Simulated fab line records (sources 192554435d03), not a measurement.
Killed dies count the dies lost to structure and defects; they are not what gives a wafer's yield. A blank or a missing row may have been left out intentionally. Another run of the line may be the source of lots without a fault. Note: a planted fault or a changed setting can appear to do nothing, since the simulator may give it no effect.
Split-lot study | flow n5 finfet | 39 wafers read across 7 lots, on a route 1938 steps long

SPLIT DETAILS
At N5_DUMMY_GATE_ETCH_31 (etches SiO2 in C4F6/O2, target depth 82.5 nm, time 27.5 s), the setting target depth a was moved away from the recipe's 825 angstrom on 18 of the 39 wafers read, by -8.3% to +12.7%. This setting was run at the recipe's value on the other wafers.

The reading comes from the split's own step.

THE READING
SOC_of_DUMMY_GATE_COAT_34.thk nm (the simulator's own value, which no gauge read), in nm, at N5_DUMMY_GATE_ETCH_31 (etches SiO2 in C4F6/O2, target depth 82.5 nm, time 27.5 s). There is no usual value for it anywhere in the file. Here, 21 wafers ran the recipe; their average is 51.7 nm with a standard deviation of 0.19 nm.

wafer  | tool, chamber at the split | target depth a as run, angstrom | against the recipe | SOC_of_DUMMY_GATE_COAT_34.thk nm, nm | against lot-mates on the recipe
L075.1 | rie diel-04, 0             | 825                             | recipe             | 51.6                                 | -
L075.2 | rie diel-04, 3             | 825                             | recipe             | 51.6                                 | -
L075.3 | rie diel-04, 1             | 915.7                           | +11.0%             | 50.6                                 | -1.1
L075.4 | rie diel-04, 2             | 825                             | recipe             | 52                                   | -
L075.5 | rie diel-04, 1             | 915.7                           | +11.0%             | 50.4                                 | -1.3
L075.6 | rie diel-04, 0             | 915.7                           | +11.0%             | 50.6                                 | -1.1
L080.1 | rie diel-01, 2             | 825                             | recipe             | 51.6                                 | -
L080.2 | rie diel-01, 3             | 825                             | recipe             | 51.6                                 | -
L080.3 | rie diel-01, 1             | 825                             | recipe             | 51.6                                 | -
L080.4 | rie diel-01, 0             | 914.9                           | +10.9%             | 50.8                                 | -0.8
L080.5 | rie diel-01, 1             | 914.9                           | +10.9%             | 51                                   | -0.6
L080.6 | rie diel-01, 0             | 914.9                           | +10.9%             | 51                                   | -0.6
L085.4 | rie diel-05, 3             | 825                             | recipe             | 51.8                                 | -
L085.5 | rie diel-05, 1             | 825                             | recipe             | 51.6                                 | -
L085.6 | rie diel-05, 0             | 825                             | recipe             | 52                                   | -
L090.1 | rie diel-04, 0             | 825                             | recipe             | 51.4                                 | -
L090.2 | rie diel-04, 3             | 825                             | recipe             | 51.4                                 | -
L090.3 | rie diel-04, 1             | 929.6                           | +12.7%             | 50.2                                 | -1.2
L090.4 | rie diel-04, 1             | 929.6                           | +12.7%             | 50                                   | -1.4
L090.5 | rie diel-04, 3             | 929.6                           | +12.7%             | 50.4                                 | -1.0
L090.6 | rie diel-04, 0             | 825                             | recipe             | 51.4                                 | -
L091.1 | rie diel-05, 3             | 770.5                           | -6.6%              | 52.4                                 | +0.7
L091.2 | rie diel-05, 2             | 825                             | recipe             | 51.8                                 | -
L091.3 | rie diel-05, 1             | 825                             | recipe             | 51.6                                 | -
L091.4 | rie diel-05, 3             | 825                             | recipe             | 51.8                                 | -
L091.5 | rie diel-05, 2             | 770.5                           | -6.6%              | 52.2                                 | +0.5
L091.6 | rie diel-05, 1             | 770.5                           | -6.6%              | 52.4                                 | +0.7
L093.1 | rie diel-04, 3             | 825                             | recipe             | 51.8                                 | -
L093.2 | rie diel-04, 2             | 825                             | recipe             | 52                                   | -
L093.3 | rie diel-04, 1             | 756.5                           | -8.3%              | 52.6                                 | +0.7
L093.4 | rie diel-04, 0             | 756.5                           | -8.3%              | 52.8                                 | +0.9
L093.5 | rie diel-04, 1             | 756.5                           | -8.3%              | 52.6                                 | +0.7
L093.6 | rie diel-04, 2             | 825                             | recipe             | 52                                   | -
L095.1 | rie diel-04, 3             | 773.9                           | -6.2%              | 52.2                                 | +0.5
L095.2 | rie diel-04, 1             | 773.9                           | -6.2%              | 52.2                                 | +0.5
L095.3 | rie diel-04, 2             | 825                             | recipe             | 51.6                                 | -
L095.4 | rie diel-04, 0             | 825                             | recipe             | 51.6                                 | -
L095.5 | rie diel-04, 2             | 773.9                           | -6.2%              | 52.2                                 | +0.5
L095.6 | rie diel-04, 3             | 825                             | recipe             | 51.8                                 | -

FIT RESULTS
A straight line over all 39 wafers: SOC_of_DUMMY_GATE_COAT_34.thk nm changes by -0.101 nm for each +1% of target depth a; r = -0.96; the points scatter about the line by 0.2 nm.
The same after taking each lot's own level away (the mean of its wafers on the recipe; 39 wafers): -0.0889 nm for each +1%; r = -0.97; scatter 0.16 nm.
On that fit, the largest move of target depth a shifts the reading by 1.1 nm.
Measured against the standard deviation above, the lots' own levels, which go from 51.40 to 51.93 nm, span 2.8 times it.
So the lot-to-lot level changes the slope: the two fits differ.
Check: -1.12 nm against its lot-mates is what the line predicts for one of the wafers moved furthest among these (+12.7%) when that wafer is left out of the fit. Against them it came out at -1.2 nm.

THE WHOLE CHAIN: every reading that the file lists as answering this split, in the file's order
step                  | what it does                                              | reading                                                                           | change (the file's fit)                | r (the file's)
N5_DUMMY_GATE_ETCH_31 | etches SiO2 in C4F6/O2, target depth 82.5 nm, time 27.5 s | etch.depth nm (the simulator's own value, which no gauge read)                    | +0.854 nm for each +1% of the setting  | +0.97
N5_DUMMY_GATE_ETCH_31 | etches SiO2 in C4F6/O2, target depth 82.5 nm, time 27.5 s | SOC_of_DUMMY_GATE_COAT_34.thk nm (the simulator's own value, which no gauge read) | -0.0889 nm for each +1% of the setting | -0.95

FILE'S OWN FIT
SOC_of_DUMMY_GATE_COAT_34.thk nm changes by -0.0889 nm for each +1% of target depth a, r = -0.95.
